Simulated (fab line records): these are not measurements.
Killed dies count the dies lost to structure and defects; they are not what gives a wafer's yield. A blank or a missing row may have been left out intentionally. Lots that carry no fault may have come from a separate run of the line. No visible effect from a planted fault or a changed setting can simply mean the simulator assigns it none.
Chamber matching :: flow n5 finfet :: rie diel-02 running N5_BEOL_M10_VIA_ETCH_34: 4 sister chambers
The step etches SiCOH lowk in C4F6/O2, target depth 184.5 nm, time 69.2 s. 16 wafers are shown with their chamber, then 8 later ones without.

WAFERS WITH THEIR CHAMBER
wafer: L074.2
chamber: 1
drypump motor current A (A): 4.6
showerhead plenum p Torr (Torr): 2.87
throttle valve pct (%): 21.16

wafer: L074.3
chamber: 0
drypump motor current A (A): 5.7
showerhead plenum p Torr (Torr): 2.91
throttle valve pct (%): 21.27

wafer: L074.4
chamber: 3
drypump motor current A (A): 5.1
showerhead plenum p Torr (Torr): 2.95
throttle valve pct (%): 20.88

wafer: L075.4
chamber: 2
drypump motor current A (A): 5.5
showerhead plenum p Torr (Torr): 2.82
throttle valve pct (%): 20.84

wafer: L075.5
chamber: 2
drypump motor current A (A): 5.5
showerhead plenum p Torr (Torr): 2.82
throttle valve pct (%): 20.84

wafer: L075.6
chamber: 3
drypump motor current A (A): 5.1
showerhead plenum p Torr (Torr): 2.94
throttle valve pct (%): 20.89

wafer: L077.4
chamber: 0
drypump motor current A (A): 5.7
showerhead plenum p Torr (Torr): 2.91
throttle valve pct (%): 21.30

wafer: L077.5
chamber: 3
drypump motor current A (A): 5.1
showerhead plenum p Torr (Torr): 2.94
throttle valve pct (%): 20.91

wafer: L077.6
chamber: 0
drypump motor current A (A): 5.7
showerhead plenum p Torr (Torr): 2.91
throttle valve pct (%): 21.28

wafer: L079.2
chamber: 3
drypump motor current A (A): 5.1
showerhead plenum p Torr (Torr): 2.94
throttle valve pct (%): 20.90

wafer: L079.5
chamber: 1
drypump motor current A (A): 4.7
showerhead plenum p Torr (Torr): 2.86
throttle valve pct (%): 21.18

wafer: L079.6
chamber: 2
drypump motor current A (A): 5.5
showerhead plenum p Torr (Torr): 2.82
throttle valve pct (%): 20.86

wafer: L080.2
chamber: 1
drypump motor current A (A): 4.7
showerhead plenum p Torr (Torr): 2.86
throttle valve pct (%): 21.19

wafer: L080.3
chamber: 2
drypump motor current A (A): 5.5
showerhead plenum p Torr (Torr): 2.82
throttle valve pct (%): 20.86

wafer: L080.6
chamber: 1
drypump motor current A (A): 4.7
showerhead plenum p Torr (Torr): 2.86
throttle valve pct (%): 21.20

wafer: L081.3
chamber: 3
drypump motor current A (A): 5.1
showerhead plenum p Torr (Torr): 2.93
throttle valve pct (%): 20.91

SIGNATURES, as means of the wafers listed above
reading: drypump motor current A
chamber 0: 5.700
chamber 1: 4.675
chamber 2: 5.500
chamber 3: 5.100
scatter within a chamber: 0.025

reading: showerhead plenum p Torr
chamber 0: 2.9100
chamber 1: 2.8625
chamber 2: 2.8200
chamber 3: 2.9400
scatter within a chamber: 0.00479

reading: throttle valve pct
chamber 0: 21.2833
chamber 1: 21.1825
chamber 2: 20.8500
chamber 3: 20.8980
scatter within a chamber: 0.0142
Rule: for each reading, subtract the chamber's mean from the wafer's reading, divide by that reading's scatter and square the result; add these up over the readings and take the root, which gives the wafer's distance from the chamber. If the next closest chamber is less than 2 further off than the closest, the wafer can't be placed; otherwise it belongs to the closest. The scatter: the root of (the sum of the squares of (reading less its chamber's mean) over the shown wafers, divided by (wafers less chambers)).

WAFERS WITHOUT THEIR CHAMBER
wafer: L081.5
drypump motor current A (A): 5.1
showerhead plenum p Torr (Torr): 2.94
throttle valve pct (%): 20.91

wafer: L081.6
drypump motor current A (A): 4.7
showerhead plenum p Torr (Torr): 2.86
throttle valve pct (%): 21.21

wafer: L089.3
drypump motor current A (A): 5.7
showerhead plenum p Torr (Torr): 2.90
throttle valve pct (%): 20.95

wafer: L089.4
drypump motor current A (A): 5.1
showerhead plenum p Torr (Torr): 2.93
throttle valve pct (%): 20.94

wafer: L089.5
drypump motor current A (A): 4.7
showerhead plenum p Torr (Torr): 2.85
throttle valve pct (%): 21.21

wafer: L092.2
drypump motor current A (A): 5.5
showerhead plenum p Torr (Torr): 2.81
throttle valve pct (%): 20.88

wafer: L092.5
drypump motor current A (A): 5.1
showerhead plenum p Torr (Torr): 2.93
throttle valve pct (%): 20.94

wafer: L092.6
drypump motor current A (A): 5.5
showerhead plenum p Torr (Torr): 2.81
throttle valve pct (%): 20.87

CHAMBER TAKEN BY EACH
wafer: L081.5
from the rows above: 3
in truth: 3

wafer: L081.6
from the rows above: 1
in truth: 1

wafer: L089.3
from the rows above: 2
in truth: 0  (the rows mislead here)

wafer: L089.4
from the rows above: 3
in truth: 3

wafer: L089.5
from the rows above: 1
in truth: 1

wafer: L092.2
from the rows above: 2
in truth: 2

wafer: L092.5
from the rows above: 3
in truth: 3

wafer: L092.6
from the rows above: 2
in truth: 2
7 of 8 placed correctly. From these rows, 0 cannot be placed. 1 placed wrongly.
